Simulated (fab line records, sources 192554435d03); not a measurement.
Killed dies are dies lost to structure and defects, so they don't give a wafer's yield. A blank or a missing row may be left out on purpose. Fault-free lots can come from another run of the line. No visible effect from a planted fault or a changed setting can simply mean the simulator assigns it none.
Which tool was responsible? || flow n5_finfet || Sampling: 24 lots, 72 wafers, 6 of 1938 route steps

== WHAT THE GAUGES READ, wafer by wafer ==
N5_BEOL_M1_CD_MEAS_35: target cd 18 nm, target cd y 21 nm.
{"lot": "L074", "measured": "day 6 05:30", "on": "cd_sem-03", "cd_nm (nm)": "18.2 17.9 17.9"}
{"lot": "L075", "measured": "day 6 17:29", "on": "cd_sem-02", "cd_nm (nm)": "18.1 18.8 18.0"}
{"lot": "L076", "measured": "day 6 18:29", "on": "cd_sem-01", "cd_nm (nm)": "17.9 17.8 17.7"}
{"lot": "L077", "measured": "day 6 23:13", "on": "cd_sem-01", "cd_nm (nm)": "18.1 18.1 18.0"}
{"lot": "L078", "measured": "day 6 23:35", "on": "cd_sem-03", "cd_nm (nm)": "18.2 18.3 18.2"}
{"lot": "L079", "measured": "day 7 09:11", "on": "cd_sem-01", "cd_nm (nm)": "17.9 17.9 18.5"}
{"lot": "L080", "measured": "day 7 19:58", "on": "cd_sem-01", "cd_nm (nm)": "18.9 18.0 17.8"}
{"lot": "L081", "measured": "day 8 01:35", "on": "cd_sem-03", "cd_nm (nm)": "18.1 18.0 17.6"}
{"lot": "L082", "measured": "day 8 04:31", "on": "cd_sem-01", "cd_nm (nm)": "18.7 17.7 18.8"}
{"lot": "L083", "measured": "day 8 08:22", "on": "cd_sem-01", "cd_nm (nm)": "17.5 18.0 17.1"}
{"lot": "L084", "measured": "day 8 20:21", "on": "cd_sem-01", "cd_nm (nm)": "17.8 17.9 18.1"}
{"lot": "L085", "measured": "day 9 06:43", "on": "cd_sem-02", "cd_nm (nm)": "19.0 18.2 18.3"}
{"lot": "L087", "measured": "day 9 09:02", "on": "cd_sem-01", "cd_nm (nm)": "17.6 17.3 18.0"}
{"lot": "L086", "measured": "day 9 09:23", "on": "cd_sem-01", "cd_nm (nm)": "17.9 18.1 17.7"}
{"lot": "L088", "measured": "day 9 15:25", "on": "cd_sem-01", "cd_nm (nm)": "18.1 17.9 18.5"}
{"lot": "L089", "measured": "day 9 21:44", "on": "cd_sem-02", "cd_nm (nm)": "18.0 18.2 18.2"}
{"lot": "L090", "measured": "day 10 07:26", "on": "cd_sem-01", "cd_nm (nm)": "17.5 18.1 18.0"}
{"lot": "L091", "measured": "day 10 14:11", "on": "cd_sem-02", "cd_nm (nm)": "18.2 18.4 17.9"}
{"lot": "L092", "measured": "day 10 16:37", "on": "cd_sem-01", "cd_nm (nm)": "18.3 18.0 18.1"}
{"lot": "L093", "measured": "day 10 20:29", "on": "cd_sem-02", "cd_nm (nm)": "17.9 18.7 18.9"}
{"lot": "L095", "measured": "day 11 07:33", "on": "cd_sem-01", "cd_nm (nm)": "18.3 18.7 18.1"}
{"lot": "L094", "measured": "day 11 16:20", "on": "cd_sem-01", "cd_nm (nm)": "17.3 18.5 17.4"}
{"lot": "L096", "measured": "day 11 20:25", "on": "cd_sem-01", "cd_nm (nm)": "18.5 18.4 18.2"}
{"lot": "L097", "measured": "day 11 22:04", "on": "cd_sem-02", "cd_nm (nm)": "18.1 17.9 18.2"}

N5_BEOL_M1_RS_MEAS_58: measures by four-point-probe.
{"lot": "L074", "measured": "day 6 10:33", "on": "film_metro-02", "M1_RS (ohm/sq)": "0.66 0.62 0.65"}
{"lot": "L075", "measured": "day 6 21:13", "on": "film_metro-02", "M1_RS (ohm/sq)": "0.68 0.72 0.71"}
{"lot": "L076", "measured": "day 6 23:49", "on": "film_metro-01", "M1_RS (ohm/sq)": "0.71 0.72 0.69"}
{"lot": "L077", "measured": "day 7 02:50", "on": "film_metro-02", "M1_RS (ohm/sq)": "0.70 0.71 0.68"}
{"lot": "L078", "measured": "day 7 04:40", "on": "film_metro-01", "M1_RS (ohm/sq)": "0.66 0.70 0.64"}
{"lot": "L079", "measured": "day 7 14:43", "on": "film_metro-01", "M1_RS (ohm/sq)": "0.70 0.65 0.71"}
{"lot": "L080", "measured": "day 8 00:43", "on": "film_metro-01", "M1_RS (ohm/sq)": "0.63 0.62 0.62"}
{"lot": "L081", "measured": "day 8 06:17", "on": "film_metro-02", "M1_RS (ohm/sq)": "0.69 0.62 0.64"}
{"lot": "L082", "measured": "day 8 08:58", "on": "film_metro-02", "M1_RS (ohm/sq)": "0.65 0.64 0.66"}
{"lot": "L083", "measured": "day 8 11:46", "on": "film_metro-01", "M1_RS (ohm/sq)": "0.72 0.62 0.70"}
{"lot": "L084", "measured": "day 9 00:38", "on": "film_metro-02", "M1_RS (ohm/sq)": "0.67 0.64 0.65"}
{"lot": "L085", "measured": "day 9 11:41", "on": "film_metro-02", "M1_RS (ohm/sq)": "0.68 0.67 0.63"}
{"lot": "L087", "measured": "day 9 12:40", "on": "film_metro-01", "M1_RS (ohm/sq)": "0.70 0.70 0.66"}
{"lot": "L086", "measured": "day 9 13:16", "on": "film_metro-01", "M1_RS (ohm/sq)": "0.66 0.67 0.64"}
{"lot": "L088", "measured": "day 9 19:40", "on": "film_metro-01", "M1_RS (ohm/sq)": "0.65 0.65 0.63"}
{"lot": "L089", "measured": "day 10 01:57", "on": "film_metro-01", "M1_RS (ohm/sq)": "0.73 0.74 0.70"}
{"lot": "L090", "measured": "day 10 11:02", "on": "film_metro-01", "M1_RS (ohm/sq)": "0.70 0.68 0.69"}
{"lot": "L091", "measured": "day 10 17:44", "on": "film_metro-01", "M1_RS (ohm/sq)": "0.70 0.70 0.70"}
{"lot": "L092", "measured": "day 10 20:05", "on": "film_metro-01", "M1_RS (ohm/sq)": "0.71 0.68 0.70"}
{"lot": "L093", "measured": "day 11 00:32", "on": "film_metro-01", "M1_RS (ohm/sq)": "0.73 0.67 0.70"}
{"lot": "L095", "measured": "day 11 11:25", "on": "film_metro-02", "M1_RS (ohm/sq)": "0.64 0.65 0.66"}
{"lot": "L094", "measured": "day 11 21:10", "on": "film_metro-02", "M1_RS (ohm/sq)": "0.68 0.65 0.68"}
{"lot": "L096", "measured": "day 12 01:10", "on": "film_metro-02", "M1_RS (ohm/sq)": "0.65 0.67 0.62"}
{"lot": "L097", "measured": "day 12 02:20", "on": "film_metro-01", "M1_RS (ohm/sq)": "0.67 0.61 0.68"}

== EACH LOT AND THE TOOL THAT RAN IT (in order: tool; ch and the chambers of the sampled wafers; start) ==
{"lot": "L074", "N5_BEOL_M1_STRIP_97": "rie_diel-04 ch 1,2, day 6 05:30 or earlier", "N5_BEOL_M1_PRE_CLEAN_45": "pvd_sputter-02, day 6 05:53", "N5_BEOL_M1_SURFACE_TREAT_85": "pvd_sputter-02, day 6 06:43", "N5_BEOL_M1_ANNEAL_89": "pvd_sputter-03, day 6 07:59"}
{"lot": "L075", "N5_BEOL_M1_STRIP_97": "rie_diel-05 ch 0,2,3, day 6 17:29 or earlier", "N5_BEOL_M1_PRE_CLEAN_45": "pvd_sputter-03, day 6 17:46", "N5_BEOL_M1_SURFACE_TREAT_85": "pvd_sputter-03, day 6 18:04", "N5_BEOL_M1_ANNEAL_89": "pvd_sputter-01, day 6 19:16"}
{"lot": "L076", "N5_BEOL_M1_STRIP_97": "rie_diel-04 ch 0,1,2, day 6 18:29 or earlier", "N5_BEOL_M1_PRE_CLEAN_45": "pvd_sputter-01, day 6 20:21", "N5_BEOL_M1_SURFACE_TREAT_85": "pvd_sputter-01, day 6 20:40", "N5_BEOL_M1_ANNEAL_89": "pvd_sputter-01, day 6 21:58"}
{"lot": "L077", "N5_BEOL_M1_STRIP_97": "rie_diel-03 ch 1,2,3, day 6 23:13 or earlier", "N5_BEOL_M1_PRE_CLEAN_45": "pvd_sputter-02, day 6 23:21", "N5_BEOL_M1_SURFACE_TREAT_85": "pvd_sputter-01, day 6 23:45", "N5_BEOL_M1_ANNEAL_89": "pvd_sputter-03, day 7 00:56"}
{"lot": "L078", "N5_BEOL_M1_STRIP_97": "rie_diel-03 ch 1,2,3, day 6 23:35 or earlier", "N5_BEOL_M1_PRE_CLEAN_45": "pvd_sputter-02, day 6 23:50", "N5_BEOL_M1_SURFACE_TREAT_85": "pvd_sputter-02, day 7 00:11", "N5_BEOL_M1_ANNEAL_89": "pvd_sputter-03, day 7 02:46"}
{"lot": "L079", "N5_BEOL_M1_STRIP_97": "rie_diel-03 ch 1,2,3, day 7 09:11 or earlier", "N5_BEOL_M1_PRE_CLEAN_45": "pvd_sputter-02, day 7 09:28", "N5_BEOL_M1_SURFACE_TREAT_85": "pvd_sputter-01, day 7 11:10", "N5_BEOL_M1_ANNEAL_89": "pvd_sputter-03, day 7 12:52"}
{"lot": "L080", "N5_BEOL_M1_STRIP_97": "rie_diel-03 ch 2,3, day 7 19:58 or earlier", "N5_BEOL_M1_PRE_CLEAN_45": "pvd_sputter-03, day 7 21:08", "N5_BEOL_M1_SURFACE_TREAT_85": "pvd_sputter-03, day 7 21:32", "N5_BEOL_M1_ANNEAL_89": "pvd_sputter-03, day 7 22:52"}
{"lot": "L081", "N5_BEOL_M1_STRIP_97": "rie_diel-04 ch 0,1,3, day 8 01:35 or earlier", "N5_BEOL_M1_PRE_CLEAN_45": "pvd_sputter-03, day 8 02:06", "N5_BEOL_M1_SURFACE_TREAT_85": "pvd_sputter-03, day 8 02:41", "N5_BEOL_M1_ANNEAL_89": "pvd_sputter-01, day 8 04:25"}
{"lot": "L082", "N5_BEOL_M1_STRIP_97": "rie_diel-03 ch 0,1, day 8 04:31 or earlier", "N5_BEOL_M1_PRE_CLEAN_45": "pvd_sputter-03, day 8 05:14", "N5_BEOL_M1_SURFACE_TREAT_85": "pvd_sputter-02, day 8 05:43", "N5_BEOL_M1_ANNEAL_89": "pvd_sputter-02, day 8 06:58"}
{"lot": "L083", "N5_BEOL_M1_STRIP_97": "rie_diel-05 ch 0,2,3, day 8 08:22 or earlier", "N5_BEOL_M1_PRE_CLEAN_45": "pvd_sputter-01, day 8 08:27", "N5_BEOL_M1_SURFACE_TREAT_85": "pvd_sputter-01, day 8 08:44", "N5_BEOL_M1_ANNEAL_89": "pvd_sputter-03, day 8 09:55"}
{"lot": "L084", "N5_BEOL_M1_STRIP_97": "rie_diel-04 ch 0,1,2, day 8 20:21 or earlier", "N5_BEOL_M1_PRE_CLEAN_45": "pvd_sputter-03, day 8 20:43", "N5_BEOL_M1_SURFACE_TREAT_85": "pvd_sputter-02, day 8 21:05", "N5_BEOL_M1_ANNEAL_89": "pvd_sputter-01, day 8 22:47"}
{"lot": "L085", "N5_BEOL_M1_STRIP_97": "rie_diel-05 ch 2,3, day 9 06:43 or earlier", "N5_BEOL_M1_PRE_CLEAN_45": "pvd_sputter-01, day 9 06:53", "N5_BEOL_M1_SURFACE_TREAT_85": "pvd_sputter-02, day 9 08:33", "N5_BEOL_M1_ANNEAL_89": "pvd_sputter-02, day 9 09:49"}
{"lot": "L087", "N5_BEOL_M1_STRIP_97": "rie_diel-05 ch 1,2,3, day 9 09:02 or earlier", "N5_BEOL_M1_PRE_CLEAN_45": "pvd_sputter-03, day 9 09:14", "N5_BEOL_M1_SURFACE_TREAT_85": "pvd_sputter-03, day 9 09:32", "N5_BEOL_M1_ANNEAL_89": "pvd_sputter-03, day 9 10:43"}
{"lot": "L086", "N5_BEOL_M1_STRIP_97": "rie_diel-04 ch 1,2, day 9 09:23 or earlier", "N5_BEOL_M1_PRE_CLEAN_45": "pvd_sputter-01, day 9 09:35", "N5_BEOL_M1_SURFACE_TREAT_85": "pvd_sputter-01, day 9 09:55", "N5_BEOL_M1_ANNEAL_89": "pvd_sputter-01, day 9 11:23"}
{"lot": "L088", "N5_BEOL_M1_STRIP_97": "rie_diel-03 ch 1,2,3, day 9 15:25 or earlier", "N5_BEOL_M1_PRE_CLEAN_45": "pvd_sputter-01, day 9 16:19", "N5_BEOL_M1_SURFACE_TREAT_85": "pvd_sputter-02, day 9 16:38", "N5_BEOL_M1_ANNEAL_89": "pvd_sputter-01, day 9 17:49"}
{"lot": "L089", "N5_BEOL_M1_STRIP_97": "rie_diel-05 ch 0,3, day 9 21:44 or earlier", "N5_BEOL_M1_PRE_CLEAN_45": "pvd_sputter-03, day 9 22:27", "N5_BEOL_M1_SURFACE_TREAT_85": "pvd_sputter-03, day 9 22:49", "N5_BEOL_M1_ANNEAL_89": "pvd_sputter-02, day 10 00:06"}
{"lot": "L090", "N5_BEOL_M1_STRIP_97": "rie_diel-04 ch 0,3, day 10 07:26 or earlier", "N5_BEOL_M1_PRE_CLEAN_45": "pvd_sputter-03, day 10 07:32", "N5_BEOL_M1_SURFACE_TREAT_85": "pvd_sputter-03, day 10 07:53", "N5_BEOL_M1_ANNEAL_89": "pvd_sputter-01, day 10 09:10"}
{"lot": "L091", "N5_BEOL_M1_STRIP_97": "rie_diel-04 ch 1,2, day 10 14:11 or earlier", "N5_BEOL_M1_PRE_CLEAN_45": "pvd_sputter-03, day 10 14:23", "N5_BEOL_M1_SURFACE_TREAT_85": "pvd_sputter-01, day 10 14:41", "N5_BEOL_M1_ANNEAL_89": "pvd_sputter-03, day 10 15:53"}
{"lot": "L092", "N5_BEOL_M1_STRIP_97": "rie_diel-03 ch 0,2, day 10 16:37 or earlier", "N5_BEOL_M1_PRE_CLEAN_45": "pvd_sputter-01, day 10 16:42", "N5_BEOL_M1_SURFACE_TREAT_85": "pvd_sputter-01, day 10 17:01", "N5_BEOL_M1_ANNEAL_89": "pvd_sputter-01, day 10 18:12"}
{"lot": "L093", "N5_BEOL_M1_STRIP_97": "rie_diel-04 ch 0,1,3, day 10 20:29 or earlier", "N5_BEOL_M1_PRE_CLEAN_45": "pvd_sputter-03, day 10 20:51", "N5_BEOL_M1_SURFACE_TREAT_85": "pvd_sputter-03, day 10 21:13", "N5_BEOL_M1_ANNEAL_89": "pvd_sputter-02, day 10 22:41"}
{"lot": "L095", "N5_BEOL_M1_STRIP_97": "rie_diel-04 ch 1,2,3, day 11 07:33 or earlier", "N5_BEOL_M1_PRE_CLEAN_45": "pvd_sputter-01, day 11 07:53", "N5_BEOL_M1_SURFACE_TREAT_85": "pvd_sputter-02, day 11 08:20", "N5_BEOL_M1_ANNEAL_89": "pvd_sputter-03, day 11 09:34"}
{"lot": "L094", "N5_BEOL_M1_STRIP_97": "rie_diel-03 ch 0,1,3, day 11 16:20 or earlier", "N5_BEOL_M1_PRE_CLEAN_45": "pvd_sputter-01, day 11 17:04", "N5_BEOL_M1_SURFACE_TREAT_85": "pvd_sputter-01, day 11 17:25", "N5_BEOL_M1_ANNEAL_89": "pvd_sputter-03, day 11 19:19"}
{"lot": "L096", "N5_BEOL_M1_STRIP_97": "rie_diel-04 ch 1,2, day 11 20:25 or earlier", "N5_BEOL_M1_PRE_CLEAN_45": "pvd_sputter-02, day 11 21:01", "N5_BEOL_M1_SURFACE_TREAT_85": "pvd_sputter-02, day 11 21:26", "N5_BEOL_M1_ANNEAL_89": "pvd_sputter-02, day 11 22:50"}
{"lot": "L097", "N5_BEOL_M1_STRIP_97": "rie_diel-04 ch 1,2,3, day 11 22:04 or earlier", "N5_BEOL_M1_PRE_CLEAN_45": "pvd_sputter-01, day 11 22:31", "N5_BEOL_M1_SURFACE_TREAT_85": "pvd_sputter-03, day 11 22:49", "N5_BEOL_M1_ANNEAL_89": "pvd_sputter-01, day 12 00:03"}
- N5_BEOL_M1_STRIP_97: strips in N2/H2, time 10 s.
- N5_BEOL_M1_PRE_CLEAN_45: time 30 s.
- N5_BEOL_M1_SURFACE_TREAT_85
- N5_BEOL_M1_ANNEAL_89: time 240 s.

== AS READ BY THE TOOLS THEMSELVES (means over the sampled wafers that have a number; for cases with no such wafer, the mark the record gives instead) ==
N5_BEOL_M1_STRIP_97.
{"lot": "L074", "tool": "rie_diel-04", "bias_power_w (W)": 7.001, "drypump_motor_current_A (A)": 5.89, "oes_product_au (a.u.)": 0.82, "rf_vpp_V (V)": 59.0, "showerhead_plenum_p_Torr (Torr)": 2.46, "throttle_valve_pct (%)": 23.51}
{"lot": "L075", "tool": "rie_diel-05", "bias_power_w (W)": 7.000, "drypump_motor_current_A (A)": 5.88, "oes_product_au (a.u.)": 0.79, "rf_vpp_V (V)": 58.7, "showerhead_plenum_p_Torr (Torr)": 2.55, "throttle_valve_pct (%)": 23.81}
{"lot": "L076", "tool": "rie_diel-04", "bias_power_w (W)": 7.012, "drypump_motor_current_A (A)": 5.72, "oes_product_au (a.u.)": 0.76, "rf_vpp_V (V)": 59.4, "showerhead_plenum_p_Torr (Torr)": 2.43, "throttle_valve_pct (%)": 23.62}
{"lot": "L077", "tool": "rie_diel-03", "bias_power_w (W)": 7.019, "drypump_motor_current_A (A)": 5.69, "oes_product_au (a.u.)": 0.74, "rf_vpp_V (V)": 59.0, "showerhead_plenum_p_Torr (Torr)": 2.49, "throttle_valve_pct (%)": 23.81}
{"lot": "L078", "tool": "rie_diel-03", "bias_power_w (W)": 6.999, "drypump_motor_current_A (A)": 5.71, "oes_product_au (a.u.)": 0.74, "rf_vpp_V (V)": 59.0, "showerhead_plenum_p_Torr (Torr)": 2.49, "throttle_valve_pct (%)": 23.80}
{"lot": "L079", "tool": "rie_diel-03", "bias_power_w (W)": 6.998, "drypump_motor_current_A (A)": 5.70, "oes_product_au (a.u.)": 0.74, "rf_vpp_V (V)": 59.0, "showerhead_plenum_p_Torr (Torr)": 2.49, "throttle_valve_pct (%)": 23.82}
{"lot": "L080", "tool": "rie_diel-03", "bias_power_w (W)": 6.992, "drypump_motor_current_A (A)": 5.77, "oes_product_au (a.u.)": 0.71, "rf_vpp_V (V)": 59.3, "showerhead_plenum_p_Torr (Torr)": 2.47, "throttle_valve_pct (%)": 23.70}
{"lot": "L081", "tool": "rie_diel-04", "bias_power_w (W)": 6.982, "drypump_motor_current_A (A)": 5.93, "oes_product_au (a.u.)": 0.78, "rf_vpp_V (V)": 58.6, "showerhead_plenum_p_Torr (Torr)": 2.48, "throttle_valve_pct (%)": 23.77}
{"lot": "L082", "tool": "rie_diel-03", "bias_power_w (W)": 7.018, "drypump_motor_current_A (A)": 6.03, "oes_product_au (a.u.)": 0.73, "rf_vpp_V (V)": 59.2, "showerhead_plenum_p_Torr (Torr)": 2.50, "throttle_valve_pct (%)": 24.01}
{"lot": "L083", "tool": "rie_diel-05", "bias_power_w (W)": 6.993, "drypump_motor_current_A (A)": 5.89, "oes_product_au (a.u.)": 0.77, "rf_vpp_V (V)": 59.4, "showerhead_plenum_p_Torr (Torr)": 2.55, "throttle_valve_pct (%)": 23.82}
{"lot": "L084", "tool": "rie_diel-04", "bias_power_w (W)": 7.003, "drypump_motor_current_A (A)": 5.71, "oes_product_au (a.u.)": 0.84, "rf_vpp_V (V)": 59.1, "showerhead_plenum_p_Torr (Torr)": 2.53, "throttle_valve_pct (%)": 23.54}
{"lot": "L085", "tool": "rie_diel-05", "bias_power_w (W)": 7.012, "drypump_motor_current_A (A)": 5.88, "oes_product_au (a.u.)": 0.83, "rf_vpp_V (V)": 59.8, "showerhead_plenum_p_Torr (Torr)": 2.60, "throttle_valve_pct (%)": 23.79}
{"lot": "L087", "tool": "rie_diel-05", "bias_power_w (W)": 6.998, "drypump_motor_current_A (A)": 5.84, "oes_product_au (a.u.)": 0.77, "rf_vpp_V (V)": 59.8, "showerhead_plenum_p_Torr (Torr)": 2.54, "throttle_valve_pct (%)": 23.77}
{"lot": "L086", "tool": "rie_diel-04", "bias_power_w (W)": 7.004, "drypump_motor_current_A (A)": 5.75, "oes_product_au (a.u.)": 0.90, "rf_vpp_V (V)": 59.9, "showerhead_plenum_p_Torr (Torr)": 2.63, "throttle_valve_pct (%)": 23.35}
{"lot": "L088", "tool": "rie_diel-03", "bias_power_w (W)": 7.017, "drypump_motor_current_A (A)": 5.69, "oes_product_au (a.u.)": 0.82, "rf_vpp_V (V)": 59.4, "showerhead_plenum_p_Torr (Torr)": 2.59, "throttle_valve_pct (%)": 23.69}
{"lot": "L089", "tool": "rie_diel-05", "bias_power_w (W)": 7.018, "drypump_motor_current_A (A)": 5.95, "oes_product_au (a.u.)": 0.72, "rf_vpp_V (V)": 58.8, "showerhead_plenum_p_Torr (Torr)": 2.45, "throttle_valve_pct (%)": 23.68}
{"lot": "L090", "tool": "rie_diel-04", "bias_power_w (W)": 7.003, "drypump_motor_current_A (A)": 5.78, "oes_product_au (a.u.)": 0.72, "rf_vpp_V (V)": 59.3, "showerhead_plenum_p_Torr (Torr)": 2.44, "throttle_valve_pct (%)": 23.89}
{"lot": "L091", "tool": "rie_diel-04", "bias_power_w (W)": 7.004, "drypump_motor_current_A (A)": 5.76, "oes_product_au (a.u.)": 0.88, "rf_vpp_V (V)": 59.5, "showerhead_plenum_p_Torr (Torr)": 2.62, "throttle_valve_pct (%)": 23.37}
{"lot": "L092", "tool": "rie_diel-03", "bias_power_w (W)": 7.007, "drypump_motor_current_A (A)": 6.06, "oes_product_au (a.u.)": 0.72, "rf_vpp_V (V)": 59.5, "showerhead_plenum_p_Torr (Torr)": 2.55, "throttle_valve_pct (%)": 23.91}
{"lot": "L093", "tool": "rie_diel-04", "bias_power_w (W)": 6.997, "drypump_motor_current_A (A)": 5.93, "oes_product_au (a.u.)": 0.77, "rf_vpp_V (V)": 58.5, "showerhead_plenum_p_Torr (Torr)": 2.47, "throttle_valve_pct (%)": 23.79}
{"lot": "L095", "tool": "rie_diel-04", "bias_power_w (W)": 7.002, "drypump_motor_current_A (A)": 5.94, "oes_product_au (a.u.)": 0.81, "rf_vpp_V (V)": 59.3, "showerhead_plenum_p_Torr (Torr)": 2.57, "throttle_valve_pct (%)": 23.62}
{"lot": "L094", "tool": "rie_diel-03", "bias_power_w (W)": 6.996, "drypump_motor_current_A (A)": 5.87, "oes_product_au (a.u.)": 0.79, "rf_vpp_V (V)": 59.8, "showerhead_plenum_p_Torr (Torr)": 2.55, "throttle_valve_pct (%)": 23.81}
{"lot": "L096", "tool": "rie_diel-04", "bias_power_w (W)": 7.022, "drypump_motor_current_A (A)": 5.76, "oes_product_au (a.u.)": 0.87, "rf_vpp_V (V)": 59.8, "showerhead_plenum_p_Torr (Torr)": 2.62, "throttle_valve_pct (%)": 23.38}
{"lot": "L097", "tool": "rie_diel-04", "bias_power_w (W)": 6.995, "drypump_motor_current_A (A)": 5.97, "oes_product_au (a.u.)": 0.82, "rf_vpp_V (V)": 59.2, "showerhead_plenum_p_Torr (Torr)": 2.57, "throttle_valve_pct (%)": 23.61}

N5_BEOL_M1_PRE_CLEAN_45.
{"lot": "L074", "tool": "pvd_sputter-02", "heater_power_w (W)": 364}
{"lot": "L075", "tool": "pvd_sputter-03", "heater_power_w (W)": 328}
{"lot": "L076", "tool": "pvd_sputter-01", "heater_power_w (W)": 284}
{"lot": "L077", "tool": "pvd_sputter-02", "heater_power_w (W)": 293}
{"lot": "L078", "tool": "pvd_sputter-02", "heater_power_w (W)": 325}
{"lot": "L079", "tool": "pvd_sputter-02", "heater_power_w (W)": 313}
{"lot": "L080", "tool": "pvd_sputter-03", "heater_power_w (W)": 332}
{"lot": "L081", "tool": "pvd_sputter-03", "heater_power_w (W)": 335}
{"lot": "L082", "tool": "pvd_sputter-03", "heater_power_w (W)": 322}
{"lot": "L083", "tool": "pvd_sputter-01", "heater_power_w (W)": 310}
{"lot": "L084", "tool": "pvd_sputter-03", "heater_power_w (W)": 321}
{"lot": "L085", "tool": "pvd_sputter-01", "heater_power_w (W)": 301}
{"lot": "L087", "tool": "pvd_sputter-03", "heater_power_w (W)": 327}
{"lot": "L086", "tool": "pvd_sputter-01", "heater_power_w (W)": 305}
{"lot": "L088", "tool": "pvd_sputter-01", "heater_power_w (W)": 284}
{"lot": "L089", "tool": "pvd_sputter-03", "heater_power_w (W)": 319}
{"lot": "L090", "tool": "pvd_sputter-03", "heater_power_w (W)": 317}
{"lot": "L091", "tool": "pvd_sputter-03", "heater_power_w (W)": 308}
{"lot": "L092", "tool": "pvd_sputter-01", "heater_power_w (W)": 290}
{"lot": "L093", "tool": "pvd_sputter-03", "heater_power_w (W)": 330}
{"lot": "L095", "tool": "pvd_sputter-01", "heater_power_w (W)": 301}
{"lot": "L094", "tool": "pvd_sputter-01", "heater_power_w (W)": 297}
{"lot": "L096", "tool": "pvd_sputter-02", "heater_power_w (W)": 306}
{"lot": "L097", "tool": "pvd_sputter-01", "heater_power_w (W)": 298}

N5_BEOL_M1_ANNEAL_89.
{"lot": "L074", "tool": "pvd_sputter-03", "heater_power_w (W)": 835}
{"lot": "L075", "tool": "pvd_sputter-01", "heater_power_w (W)": 767}
{"lot": "L076", "tool": "pvd_sputter-01", "heater_power_w (W)": 707}
{"lot": "L077", "tool": "pvd_sputter-03", "heater_power_w (W)": 810}
{"lot": "L078", "tool": "pvd_sputter-03", "heater_power_w (W)": 784}
{"lot": "L079", "tool": "pvd_sputter-03", "heater_power_w (W)": 806}
{"lot": "L080", "tool": "pvd_sputter-03", "heater_power_w (W)": 773}
{"lot": "L081", "tool": "pvd_sputter-01", "heater_power_w (W)": 746}
{"lot": "L082", "tool": "pvd_sputter-02", "heater_power_w (W)": 854}
{"lot": "L083", "tool": "pvd_sputter-03", "heater_power_w (W)": 799}
{"lot": "L084", "tool": "pvd_sputter-01", "heater_power_w (W)": 701}
{"lot": "L085", "tool": "pvd_sputter-02", "heater_power_w (W)": 798}
{"lot": "L087", "tool": "pvd_sputter-03", "heater_power_w (W)": 798}
{"lot": "L086", "tool": "pvd_sputter-01", "heater_power_w (W)": 740}
{"lot": "L088", "tool": "pvd_sputter-01", "heater_power_w (W)": 763}
{"lot": "L089", "tool": "pvd_sputter-02", "heater_power_w (W)": 824}
{"lot": "L090", "tool": "pvd_sputter-01", "heater_power_w (W)": 736}
{"lot": "L091", "tool": "pvd_sputter-03", "heater_power_w (W)": 773}
{"lot": "L092", "tool": "pvd_sputter-01", "heater_power_w (W)": 700}
{"lot": "L093", "tool": "pvd_sputter-02", "heater_power_w (W)": 812}
{"lot": "L095", "tool": "pvd_sputter-03", "heater_power_w (W)": 781}
{"lot": "L094", "tool": "pvd_sputter-03", "heater_power_w (W)": 835}
{"lot": "L096", "tool": "pvd_sputter-02", "heater_power_w (W)": 827}
{"lot": "L097", "tool": "pvd_sputter-01", "heater_power_w (W)": 745}

== THE ANSWER, worked out from the rows above alone ==
Rule: the lots themselves supply what counts as usual. Put in order of their means at a reading, lots are off if they are a third of the lots or fewer, leave a main group of 4 or more, and stand apart from it by a gap of 3 or more times the standard deviation of the main group's means; of several such gaps the widest counts. Not used: any main group whose means are identical at the precision the tables above print for the reading. A lot without any number at a reading at which 4 lots or more have one is off too. Where the step has rows for the other lots, those lots are counted as sound. Order of review: gauges by route order, followed by the tools' own readings, for which a lot's mean as printed above is used. The first step at which some lot is off is used, and at that step the reading that is off furthest; a lot without a number counts as furthest.
No lot is off on any of the readings shown, so nothing can be concluded from this.

== WHAT THE SIMULATOR HAD PUT IN ==
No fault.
